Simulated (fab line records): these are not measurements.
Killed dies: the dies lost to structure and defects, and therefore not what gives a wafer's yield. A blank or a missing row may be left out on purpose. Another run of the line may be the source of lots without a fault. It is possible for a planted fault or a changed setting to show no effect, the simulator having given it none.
Struck lot and sound lot, side by side | flow n5Finfet | 38 out of 1938 route steps
Sound: the wafers L685.2, L685.5, L685.6. Struck: wafer L689.2 (L689.4, L689.5, from the same lot, were not struck and are left out); the cause is given at the end.
Each step with rows lists, per side, the tool, then ch with its chambers, then its first start. Under that, the readings that differ: sound wafers | struck wafers | difference of the means | sigmas: that difference in standard deviations of wafers without a fault.
alike: words and numbers the same on both sides, and readings whose means are apart by under 2 such deviations; not compared: readings that were withheld, readings missing a value for some wafer, numbers with overlapping values and no deviation given by the record, and bounds like >300 which may hide the same value.
Wherever a step has rows on one side only, a row that says differs or no value, or a row with sigmas, the two part there. Non-overlapping numbers with no deviation appear without sigmas and do not part them. A reading that every wafer of one side lacks parts them only if that side has two wafers or more.

first, 9 steps without rows for these wafers: N5_BEOL_M0_CUTY_DEVELOP_56 (develop time 30 s); N5_BEOL_M0_CUTY_DESCUM_61 (chemistry O2, time 7.9 s); N5_BEOL_M0_CUTY_ETCH_62 (etches SiARC in CF4, time 58.5 s); N5_BEOL_M0_CUTY_ETCH_63 (etches SOC in N2/H2, target depth 82.7 nm, overetch 16.5 nm, time 124 s); N5_BEOL_M0_CUTY_STRIP_64 (strips in N2/H2); N5_BEOL_M0_ETCH_138 (etches SiCN in CH3F/O2, target depth 12 nm, time 31.6 s); N5_BEOL_M0_HM_OPEN_105 (chemistry Cl2/BCl3, target TiN, target depth 12 nm); N5_BEOL_M0_STRIP_140 (strips in CF4); N5_BEOL_M0_STRIP_104 (strips in N2/H2).
N5_BEOL_M0_WET_ETCH_106: etches SiO2 in DHF, target depth 130 nm, rinse time 30 s.
  sound on wetBench-03 ch 3,4,6, day 9 19:22; struck on wetBench-03 ch 5,6,7, day 10 03:51
then, 27 steps without rows for these wafers: N5_BEOL_M0_ETCH_128 (etches SiCN in CF4/N2, target depth 12 nm, overetch 5.1 nm, time 21.4 s); N5_BEOL_M0_TRENCH_ETCH_107 (etches SiOC in C4F6/O2, target depth 32.8 nm, time 16.4 s); N5_BEOL_M0_STRIP_142 (strips in N2/H2, time 10 s); N5_BEOL_M0_HM_STRIP_129 (strips TiN in peroxide tin strip, target depth 17 nm, time 108 s); N5_BEOL_M0_SRD_130 (time 30 s); N5_BEOL_M0_ETCH_109 (etches SiCN in CH3F/O2, target depth 8 nm, overetch 2.4 nm, time 27.4 s); N5_BEOL_M0_STRIP_139 (strips in post etch residue remover, time 60 s); N5_BEOL_M0_SRD_111 (time 30 s); N5_BEOL_M0_DEGAS_112 (time 60 s); N5_BEOL_M0_PRE_CLEAN_113 (time 30 s); N5_BEOL_M0_ALD_136 (deposits TaN, pulse time 2 s, purge time 3 s, co reactant purge time 2 s); N5_BEOL_M0_SURFACE_TREAT_137; N5_BEOL_M0_CVD_115 (deposits Co from CCTBA/H2, time 120 s); N5_BEOL_M0_SPUTTER_116 (material Cu, target thk 4 nm, time 7.37 s); N5_BEOL_M0_ANNEAL_117 (time 60 s); N5_BEOL_M0_SPUTTER_132 (material Cu, target thk 4 nm, time 7.37 s); N5_BEOL_M0_ANNEAL_133 (time 60 s); N5_BEOL_M0_SPUTTER_134 (material Cu, target thk 4 nm, time 7.37 s); N5_BEOL_M0_ANNEAL_135 (time 60 s); N5_BEOL_M0_SPUTTER_141 (material Cu, target thk 4 nm, time 7.37 s); N5_BEOL_M0_ECD_118 (material Cu, target thk 300 nm); N5_BEOL_M0_ANNEAL_119 (time 90 s); N5_BEOL_M0_CMP_120 (polishes, stops on SiOC, t overpolish 6.9 s); N5_BEOL_M0_PRE_CLEAN_131 (time 15 s); N5_BEOL_M0_CO_CAP_123 (material Co, precursor CCTBA/H2, target thk 2 nm, time 102.1 s); N5_BEOL_M0_PRE_CLEAN_124 (time 15 s); N5_BEOL_M0_DEP_125 (deposits SiCN from 3MS/NH3, target thk 8 nm, time 14 s).
-- a jump in the record: the struck wafers' starts before and after are 7 days apart (it breaks off in module BEOL_M0 and resumes in module PASSIVATION, where the first step shown is number 1936 of the route) --
N5_PASSIVATION_PROBE_49:
  struck on prober-01, day 16 19:44; sound on prober-01, day 16 15:08
reading                 | sound          | struck | difference | sigmas
defectLimitedYield (%)  | 92.2 90.3 90.8 | 82.8   | -8.3       | -6
killed_at_M0_to_M3      | 30 33 44       | 142    | +106       | +12
killedDies              | 92 115 108     | 203    | +98        | +6
killedOnRim             | 9 19 7         | 25     | +13        | +3
sort_bin_5_function (%) | 4.1 6.4 5.4    | 10.6   | +5.3       | +5
sortNPass               | 1088 1065 1072 | 977    | -98        | -6
sortYieldPct (%)        | 92.2 90.3 90.8 | 82.8   | -8.3       | -6
  alike: killed_at_M4_up, killedAtContacts, killedAtFrontEnd, killedAtOther, killedOpen, killedShort, sort_bin_6_memory, sort_bin_8_speed

## WHERE THEY PART
Only at N5_PASSIVATION_PROBE_49, within this record.

WHY: what the simulator had put in
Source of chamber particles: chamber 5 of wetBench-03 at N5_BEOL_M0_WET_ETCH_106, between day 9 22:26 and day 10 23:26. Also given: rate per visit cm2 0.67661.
